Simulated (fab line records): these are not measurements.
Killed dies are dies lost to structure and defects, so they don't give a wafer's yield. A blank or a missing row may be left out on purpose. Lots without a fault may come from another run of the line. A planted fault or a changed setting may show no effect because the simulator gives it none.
Chamber matching    flow n5-finfet    N5_SDB_HM_OPEN_20 on rie-diel-01 has 4 sister chambers
The step chemistry CH3F/O2, target SiNx, stops on poly-Si, target depth 24 nm. 16 wafers are shown with their chamber, then 8 later ones without.

== WAFERS WITH THEIR CHAMBER ==
wafer   chamber  rf-vpp-V (V)  showerhead-plenum-p-Torr (Torr)  throttle-valve-pct (%)
L074.3  2        308           2.05                             16.47
L074.4  0        290           2.03                             16.03
L074.5  1        296           2.04                             16.26
L076.1  0        290           2.03                             16.01
L076.2  1        297           2.04                             16.26
L076.4  2        307           2.05                             16.46
L082.1  3        301           2.07                             16.55
L082.2  2        307           2.05                             16.02
L082.6  1        296           2.03                             16.29
L085.1  2        307           2.05                             16.02
L085.4  3        300           2.07                             16.57
L085.5  1        295           2.03                             16.30
L086.1  0        290           2.02                             16.08
L086.4  3        301           2.07                             16.56
L086.6  1        297           2.03                             16.32
L087.1  2        307           2.05                             16.04

SIGNATURES (means of the wafers above)
reading                   chamber 0  chamber 1  chamber 2  chamber 3  scatter within a chamber
rf-vpp-V                  290.00     296.20     307.20     300.67     0.596
showerhead-plenum-p-Torr  2.0267     2.0340     2.0500     2.0700     0.00394
throttle-valve-pct        16.0400    16.2860    16.2020    16.5600    0.14
Rule: distance of a wafer from a chamber = root of the sum over the readings of ((wafer's reading minus chamber's mean) / reading's scatter) squared. If the next closest chamber is less than 2 further off than the closest, the wafer can't be placed; otherwise it belongs to the closest. The scatter: the root of (the sum of the squares of (reading less its chamber's mean) over the shown wafers, divided by (wafers less chambers)).

== WAFERS WHOSE CHAMBER IS MISSING ==
wafer   rf-vpp-V (V)  showerhead-plenum-p-Torr (Torr)  throttle-valve-pct (%)
L087.2  291           2.02                             16.09
L087.3  296           2.03                             16.32
L092.1  289           2.02                             16.09
L092.4  308           2.04                             16.04
L092.5  291           2.02                             16.09
L094.2  290           2.02                             16.10
L094.3  301           2.06                             16.60
L094.6  307           2.04                             16.08

== WHICH CHAMBER EACH ONE RAN IN ==
wafer   from the rows above  in truth
L087.2  0                    0
L087.3  1                    1
L092.1  0                    0
L092.4  2                    2
L092.5  0                    0
L094.2  0                    0
L094.3  3                    3
L094.6  2                    2
Placed correctly: 8 of 8. Not placeable from these rows: 0. 0 placed wrongly.
